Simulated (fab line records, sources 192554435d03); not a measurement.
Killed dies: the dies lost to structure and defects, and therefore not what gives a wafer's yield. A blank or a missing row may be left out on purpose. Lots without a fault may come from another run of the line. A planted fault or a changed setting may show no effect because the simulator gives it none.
Chamber matching ; flow n5 finfet ; pecvd-02 running N5_BEOL_M0_SAQP_ILD_DEP_01: 3 sister chambers
The step deposits SiOC from DEMS/O2, target thk 45.419 nm, time 8.7 s. 3 wafers are shown with their chamber, then 12 later ones without.

== EACH WAFER AND ITS CHAMBER ==
wafer;chamber;heater power w (W)
L086.3;0;555
L090.5;1;389
L090.6;2;502

== WAFERS WITH NO CHAMBER GIVEN ==
wafer;heater power w (W)
L092.4;374
L092.5;513
L092.6;524
L093.2;562
L093.3;506
L093.4;556
L097.1;495
L097.3;416
L097.5;483
L096.1;429
L096.5;376
L096.6;577

== THE CHAMBER EACH PASSED THROUGH ==
wafer;from the rows above;in truth
L092.4;1;1
L092.5;can't be placed: 2 or 0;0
L092.6;can't be placed: 2 or 0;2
L093.2;0;0
L093.3;2;2
L093.4;0;0
L097.1;2;2
L097.3;1;1
L097.5;2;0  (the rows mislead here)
L096.1;can't be placed: 1 or 2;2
L096.5;1;1
L096.6;0;0
Correctly placed: 8 of 12. Can't be placed from these rows: 3 (the true chamber is among the candidates in 3). Wrongly placed: 1.
How it was worked out, from the rows above alone: a wafer's distance from a chamber is the root of the sum, over the readings, of the square of ((its reading less the chamber's mean) divided by the reading's scatter). If the next closest chamber is less than 2 further off than the closest, the wafer can't be placed; otherwise it belongs to the closest. The mean given for a chamber averages the wafers shown for that chamber. The scatter (one wafer shown for each chamber): square how far every hidden wafer sits from the nearest shown wafer, average those squares and take the square root.
